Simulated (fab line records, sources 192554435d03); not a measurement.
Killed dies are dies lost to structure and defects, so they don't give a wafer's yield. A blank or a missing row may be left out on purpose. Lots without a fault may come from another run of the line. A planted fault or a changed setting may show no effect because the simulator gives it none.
Which tool did it? | flow n5_finfet | 24 lots, 72 wafers sampled, at 4 steps of a route of 1938

WHAT THE GAUGES READ, wafer by wafer
N5_WELL_APT_CD_MEAS_25: target cd 200 nm. Usual: cd_nm 201.0 nm, standard deviation 2.1.
lot  | measured    | on        | cd_nm (nm)        | flag
L074 | day 1 14:49 | cd_sem-03 | 198.5 199.2 198.3 |
L075 | day 1 21:02 | cd_sem-01 | 203.6 205.2 205.0 |
L076 | day 2 03:07 | cd_sem-03 | 200.7 202.2 203.2 |
L077 | day 2 09:29 | cd_sem-03 | 199.0 197.5 198.6 |
L078 | day 2 15:06 | cd_sem-01 | 198.7 201.5 201.8 |
L079 | day 2 20:50 | cd_sem-01 | 203.0 204.8 204.7 |
L080 | day 3 02:56 | cd_sem-03 | 197.9 198.1 198.5 |
L081 | day 3 08:48 | cd_sem-03 | 201.9 200.4 200.7 |
L082 | day 3 14:53 | cd_sem-03 | 199.4 199.1 200.0 |
L083 | day 3 20:52 | cd_sem-01 | 204.2 205.0 204.0 |
L084 | day 4 02:58 | cd_sem-01 | 202.6 199.1 204.1 |
L085 | day 4 08:48 | cd_sem-02 | 201.8 202.4 198.9 |
L086 | day 4 15:38 | cd_sem-01 | 201.0 203.3 201.7 |
L087 | day 4 21:00 | cd_sem-01 | 203.0 202.3 204.0 |
L088 | day 5 03:02 | cd_sem-01 | 203.3 203.8 201.5 |
L089 | day 5 09:05 | cd_sem-01 | 198.7 200.8 202.6 |
L090 | day 5 14:55 | cd_sem-02 | 199.9 199.7 199.1 |
L091 | day 5 21:37 | cd_sem-02 | 203.8 200.1 200.6 |
L092 | day 6 03:11 | cd_sem-03 | 201.1 202.0 203.3 |
L093 | day 6 08:52 | cd_sem-01 | 200.1 198.6 201.7 |
L094 | day 6 14:56 | cd_sem-01 | 196.9 197.2 197.1 |
L095 | day 6 21:23 | cd_sem-02 | 201.4 202.7 203.1 |
L096 | day 7 03:22 | cd_sem-03 | 198.8 201.0 201.3 |
L097 | day 7 10:38 | cd_sem-03 | 200.2 201.4 199.2 |

N5_PMOS_HMC_CHANNEL_EPI_INSPECT_30: inspects for defects (darkfield). Usual: raw_defect_count 19, standard deviation 7.7.
lot  | measured    | on                | raw_defect_count | flag
L074 | day 1 21:08 | defect_inspect-02 | 14 17 49         |
L075 | day 2 03:00 | defect_inspect-01 | 21 26 20         |
L076 | day 2 08:32 | defect_inspect-02 | 11 14 14         |
L077 | day 2 15:53 | defect_inspect-02 | 25 14 14         |
L078 | day 2 20:46 | defect_inspect-02 | 28 8 18          |
L079 | day 3 01:55 | defect_inspect-02 | 12 23 9          |
L080 | day 3 08:21 | defect_inspect-02 | 22 23 19         |
L081 | day 3 13:48 | defect_inspect-01 | 17 28 14         |
L082 | day 3 19:46 | defect_inspect-01 | 20 18 24         |
L083 | day 4 02:31 | defect_inspect-02 | 32 21 17         |
L084 | day 4 08:52 | defect_inspect-01 | 13 27 19         |
L085 | day 4 14:31 | defect_inspect-01 | 15 19 23         |
L086 | day 4 20:40 | defect_inspect-01 | 20 24 31         |
L087 | day 5 02:09 | defect_inspect-02 | 21 22 26         |
L088 | day 5 08:18 | defect_inspect-01 | 12 19 31         |
L089 | day 5 14:40 | defect_inspect-02 | 18 5 6           |
L090 | day 5 20:10 | defect_inspect-02 | 22 18 28         |
L091 | day 6 02:56 | defect_inspect-02 | 27 42 28         |
L092 | day 6 08:42 | defect_inspect-02 | 19 14 7          |
L093 | day 6 14:22 | defect_inspect-02 | 13 24 17         |
L094 | day 6 21:01 | defect_inspect-01 | 19 16 13         |
L095 | day 7 02:46 | defect_inspect-02 | 19 16 20         |
L096 | day 7 08:38 | defect_inspect-01 | 17 19 10         |
L097 | day 7 17:02 | defect_inspect-02 | 18 15 11         |

WHICH TOOL RAN EACH LOT (tool, then ch and the chambers of the sampled wafers, then the start)
lot  | N5_ZERO_LAYER_DESCUM_16           | N5_PMOS_HMC_CHANNEL_EPI_EPI_26
L074 | rie_diel-06 ch 1,2, day 1 12:41   | epi_rpcvd-03 ch 0, day 1 20:46
L075 | rie_diel-05 ch 1,3, day 1 18:55   | epi_rpcvd-02 ch 0, day 2 02:22
L076 | rie_diel-01 ch 1,2,3, day 2 00:41 | epi_rpcvd-03 ch 0, day 2 08:16
L077 | rie_diel-05 ch 0,1,2, day 2 06:52 | epi_rpcvd-02 ch 0, day 2 15:17
L078 | rie_diel-06 ch 0,2, day 2 12:48   | epi_rpcvd-02 ch 0, day 2 20:23
L079 | rie_diel-05 ch 1,2,3, day 2 18:42 | epi_rpcvd-01 ch 0, day 3 01:39
L080 | rie_diel-01 ch 2,3, day 3 00:41   | epi_rpcvd-02 ch 0, day 3 07:59
L081 | rie_diel-01 ch 0,1,3, day 3 06:48 | epi_rpcvd-02 ch 0, day 3 13:26
L082 | rie_diel-05 ch 1,2,3, day 3 12:48 | epi_rpcvd-02 ch 0, day 3 19:23
L083 | rie_diel-05 ch 0,2,3, day 3 18:42 | epi_rpcvd-03 ch 0, day 4 02:11
L084 | rie_diel-05 ch 0,1, day 4 00:48   | epi_rpcvd-02 ch 0, day 4 08:31
L085 | rie_diel-06 ch 0,1,2, day 4 06:41 | epi_rpcvd-02 ch 0, day 4 14:08
L086 | rie_diel-01 ch 0,3, day 4 13:22   | epi_rpcvd-02 ch 0, day 4 20:17
L087 | rie_diel-05 ch 0,1, day 4 18:45   | epi_rpcvd-01 ch 0, day 5 01:53
L088 | rie_diel-01 ch 0,1,3, day 5 00:50 | epi_rpcvd-02 ch 0, day 5 07:58
L089 | rie_diel-05 ch 0,1,3, day 5 06:56 | epi_rpcvd-01 ch 0, day 5 14:18
L090 | rie_diel-05 ch 0,2, day 5 12:43   | epi_rpcvd-03 ch 0, day 5 19:45
L091 | rie_diel-01 ch 0,2,3, day 5 19:02 | epi_rpcvd-02 ch 0, day 6 02:28
L092 | rie_diel-01 ch 0,2,3, day 6 00:54 | epi_rpcvd-02 ch 0, day 6 08:20
L093 | rie_diel-01 ch 0,1,3, day 6 06:42 | epi_rpcvd-03 ch 0, day 6 14:00
L094 | rie_diel-06 ch 1,2, day 6 12:43   | epi_rpcvd-01 ch 0, day 6 20:44
L095 | rie_diel-01 ch 1,2,3, day 6 19:05 | epi_rpcvd-01 ch 0, day 7 02:23
L096 | rie_diel-01 ch 1,2,3, day 7 00:49 | epi_rpcvd-02 ch 0, day 7 08:16
L097 | rie_diel-05 ch 0,3, day 7 07:05   | epi_rpcvd-03 ch 0, day 7 16:43
- N5_ZERO_LAYER_DESCUM_16: chemistry O2, time 7.9 s.
- N5_PMOS_HMC_CHANNEL_EPI_EPI_26: deposits Si from SiH4/H2, target thk 3.8 nm, time 22.7 s.

WHAT THE TOOLS THEMSELVES READ (means of the sampled wafers that have a number; where no wafer has one, the mark that the record gives instead)
N5_ZERO_LAYER_DESCUM_16. Usual: drypump_motor_current_A 5.8 A, standard deviation 0.48; oes_product_au 0.74 a.u., standard deviation 0.052; rf_vpp_V 243.2 V, standard deviation 1.4; showerhead_plenum_p_Torr 2.09 Torr, standard deviation 0.071; throttle_valve_pct 20.50 %, standard deviation 0.27.
lot  | tool        | drypump_motor_current_A (A) | oes_product_au (a.u.) | rf_vpp_V (V) | showerhead_plenum_p_Torr (Torr) | throttle_valve_pct (%) | flag
L074 | rie_diel-06 | 5.9                         | 0.75                  | 241.8        | 2.06                            | 20.76                  |
L075 | rie_diel-05 | 6.2                         | 0.74                  | 244.0        | 2.16                            | 20.36                  |
L076 | rie_diel-01 | 5.6                         | 0.74                  | 242.7        | 2.09                            | 20.43                  |
L077 | rie_diel-05 | 5.7                         | 0.73                  | 243.3        | 2.11                            | 20.49                  |
L078 | rie_diel-06 | 5.6                         | 0.72                  | 241.0        | 1.98                            | 20.76                  |
L079 | rie_diel-05 | 5.8                         | 0.74                  | 244.8        | 2.17                            | 20.58                  |
L080 | rie_diel-01 | 6.0                         | 0.75                  | 241.9        | 2.04                            | 20.36                  |
L081 | rie_diel-01 | 5.9                         | 0.72                  | 243.0        | 2.10                            | 20.49                  |
L082 | rie_diel-05 | 5.8                         | 0.73                  | 244.2        | 2.16                            | 20.60                  |
L083 | rie_diel-05 | 5.6                         | 0.75                  | 243.4        | 2.13                            | 20.64                  |
L084 | rie_diel-05 | 5.7                         | 0.74                  | 243.3        | 2.06                            | 20.33                  |
L085 | rie_diel-06 | 5.8                         | 0.74                  | 242.2        | 2.05                            | 20.74                  |
L086 | rie_diel-01 | 6.1                         | 0.71                  | 242.9        | 2.07                            | 20.66                  |
L087 | rie_diel-05 | 5.9                         | 0.72                  | 243.4        | 2.09                            | 20.29                  |
L088 | rie_diel-01 | 5.8                         | 0.72                  | 243.9        | 2.09                            | 20.50                  |
L089 | rie_diel-05 | 5.9                         | 0.74                  | 243.9        | 2.11                            | 20.44                  |
L090 | rie_diel-05 | 5.4                         | 0.71                  | 243.1        | 2.11                            | 20.73                  |
L091 | rie_diel-01 | 6.2                         | 0.72                  | 243.8        | 2.05                            | 20.42                  |
L092 | rie_diel-01 | 6.2                         | 0.73                  | 241.4        | 2.05                            | 20.41                  |
L093 | rie_diel-01 | 5.8                         | 0.70                  | 243.8        | 2.09                            | 20.51                  |
L094 | rie_diel-06 | 6.1                         | 0.75                  | 243.9        | 2.12                            | 20.79                  |
L095 | rie_diel-01 | 5.6                         | 0.70                  | 242.9        | 2.07                            | 20.49                  |
L096 | rie_diel-01 | 5.6                         | 0.71                  | 242.9        | 2.07                            | 20.48                  |
L097 | rie_diel-05 | 5.6                         | 0.76                  | 243.0        | 2.07                            | 20.50                  |

N5_PMOS_HMC_CHANNEL_EPI_EPI_26. Usual: throttle_valve_pct 11.1 %, standard deviation 0.49.
lot  | tool         | throttle_valve_pct (%) | flag
L074 | epi_rpcvd-03 | 11.9                   |
L075 | epi_rpcvd-02 | 10.8                   |
L076 | epi_rpcvd-03 | 11.9                   |
L077 | epi_rpcvd-02 | 10.8                   |
L078 | epi_rpcvd-02 | 10.8                   |
L079 | epi_rpcvd-01 | 11.0                   |
L080 | epi_rpcvd-02 | 10.7                   |
L081 | epi_rpcvd-02 | 10.8                   |
L082 | epi_rpcvd-02 | 10.7                   |
L083 | epi_rpcvd-03 | 11.8                   |
L084 | epi_rpcvd-02 | 10.9                   |
L085 | epi_rpcvd-02 | 10.8                   |
L086 | epi_rpcvd-02 | 10.7                   |
L087 | epi_rpcvd-01 | 11.0                   |
L088 | epi_rpcvd-02 | 10.7                   |
L089 | epi_rpcvd-01 | 10.9                   |
L090 | epi_rpcvd-03 | 12.0                   |
L091 | epi_rpcvd-02 | 10.6                   |
L092 | epi_rpcvd-02 | 10.9                   |
L093 | epi_rpcvd-03 | 11.8                   |
L094 | epi_rpcvd-01 | 10.9                   |
L095 | epi_rpcvd-01 | 11.0                   |
L096 | epi_rpcvd-02 | 10.9                   |
L097 | epi_rpcvd-03 | 11.9                   |

THE ANSWER, worked out from the rows above alone
Rule: a lot is off if the mean of its wafers that have a number lies more than 3 standard deviations from the usual mean. A lot without any number at a reading at which 4 lots or more have one is off too. The other lots that the step has rows for count as sound. The gauges are gone through in route order, then the tools' own readings, and for those a lot's mean is taken as printed above. The first step at which some lot is off is used, and at that step the reading that is off furthest; a lot without a number counts as furthest.
No lot is off at any reading shown: from this, nothing can be told.

WHAT THE SIMULATOR HAD PUT IN
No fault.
